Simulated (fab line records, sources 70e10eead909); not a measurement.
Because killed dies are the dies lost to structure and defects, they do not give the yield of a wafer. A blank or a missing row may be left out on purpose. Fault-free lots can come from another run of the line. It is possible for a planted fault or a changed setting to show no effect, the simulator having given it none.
A struck lot beside a sound one ; flow nand_harc ; 14 out of 1159 route steps
Sound: these wafers, L554.1, L554.3, L554.6. The struck wafers were L567.1, L567.2, L567.5. The cause comes at the end.
For every step that has rows: the tool of each side, followed by ch and its chambers, followed by its first start. Under that, the readings that differ: sound wafers ; struck wafers ; difference of the means ; sigmas: that difference in standard deviations of wafers without a fault.
alike: a reading whose means differ by less than 2 such deviations, as well as words and numbers matching on both sides. not compared: withheld readings; readings where some wafer has no value; bounds like >300 that might hide an equal value; numbers whose values overlap and for which the record gives no deviation.
A row with sigmas, a row that says differs or no value, or rows on one side alone: a step with any of these is where the two part. Non-overlapping numbers with no deviation appear without sigmas and do not part them. Lack of a reading on every wafer of one side parts them only where that side has two or more wafers.

NHARC_A_CONTACT_ETCH_138: etches the open film in C4F8/O2/Ar, time 132 s, target depth 1289 nm.
  sound on har_cap_etch-02 ch 0,1, day 18 05:10; struck on har_cap_etch-02 ch 0,1, day 21 19:16
  not compared: rf_hours_counter_h
NHARC_A_CONTACT_ETCH_139: etches the open film in C4F8/O2/Ar, time 137 s, target depth 590 nm.
  sound on har_cap_etch-02 ch 0,1, day 18 05:20; struck on har_cap_etch-02 ch 0,1, day 21 19:23
  not compared: rf_hours_counter_h
then, 1 step without rows for these wafers: NHARC_A_CONTACT_ETCH_92 (etches the open film in CH3F/O2, target depth 40 nm, time 85.7 s).
NHARC_A_CONTACT_ETCH_98: etches the open film in C4F6/O2, target depth 20 nm, time 10 s.
  sound: rie_diel-12 ch 1,3; struck: rie_diel-05 ch 1,2
  alike: drypump_motor_current_A, oes_product_au, rf_vpp_V, showerhead_plenum_p_Torr, throttle_valve_pct
  not compared: rf_hours_counter_h
NHARC_A_CONTACT_CD_MEAS_15:
  sound on cd_sem-03, day 18 05:59; struck on cd_sem-02, day 21 20:00
  alike: cd_nm
then, 3 steps without rows for these wafers: NHARC_A_CONTACT_STRIP_107 (strips in N2/H2); NHARC_A_CONTACT_STRIP_108 (strips in CF4/CHF3); NHARC_A_CONTACT_STRIP_109 (strips in O2/COS).
NHARC_A_CONTACT_ETCH_110: etches the open film in CF4/O2, target depth 50 nm, overetch 5 nm, time 27.5 s.
  sound on rie_diel-12 ch 1,2, day 18 06:17; struck on rie_diel-12 ch 1,2,3, day 21 20:22
  alike: drypump_motor_current_A, oes_product_au, rf_vpp_V, showerhead_plenum_p_Torr, throttle_valve_pct
  not compared: rf_hours_counter_h
NHARC_A_CONTACT_STRIP_26: strips in O2.
  sound: rie_diel-12 ch 1,2,3; struck: rie_diel-12 ch 1,2,3
  alike: drypump_motor_current_A, oes_product_au, rf_vpp_V, showerhead_plenum_p_Torr, throttle_valve_pct
  not compared: rf_hours_counter_h
then, 2 steps without rows for these wafers: NHARC_A_CONTACT_STRIP_27 (strips in post etch residue remover, time 600 s); NHARC_A_CONTACT_ALD_18 (deposits TiN, target thk 3 nm, pulse time 1 s, ald cycles 150).
NHARC_A_CONTACT_CVD_19: deposits W, target thk 300 nm, time 802 s.
  sound on cvd_w-02 ch 0,1, day 18 07:15; struck on cvd_w-01 ch 0,1, day 21 21:22
  no value came back on the struck wafers for chamber_pressure_Torr (Torr), heater_power_outer_w (W), heater_power_w (W), throttle_valve_pct (%); on the sound wafers chamber_pressure_Torr (Torr) reads 39.96 39.82 39.98
NHARC_A_CONTACT_CMP_20: polishes, t overpolish 30 s, target thk 300 nm.
  sound on cmp-02 ch 1,2, day 18 08:02; struck on cmp-04 ch 0,2,3, day 21 22:19
reading;sound;struck;difference;sigmas
time_to_endpoint_s (s);61 54 62;1 0 1;-58;-14
  alike: motor_current_A, overpolish_run_s

WHERE THEY PART
Last at NHARC_A_CONTACT_CMP_20 as far as this record goes, first at NHARC_A_CONTACT_CVD_19.

WHY: what had been put in by the simulator
Whole step skipped at NHARC_A_CONTACT_CVD_19 on cvd_w-01, starting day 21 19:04. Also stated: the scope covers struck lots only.
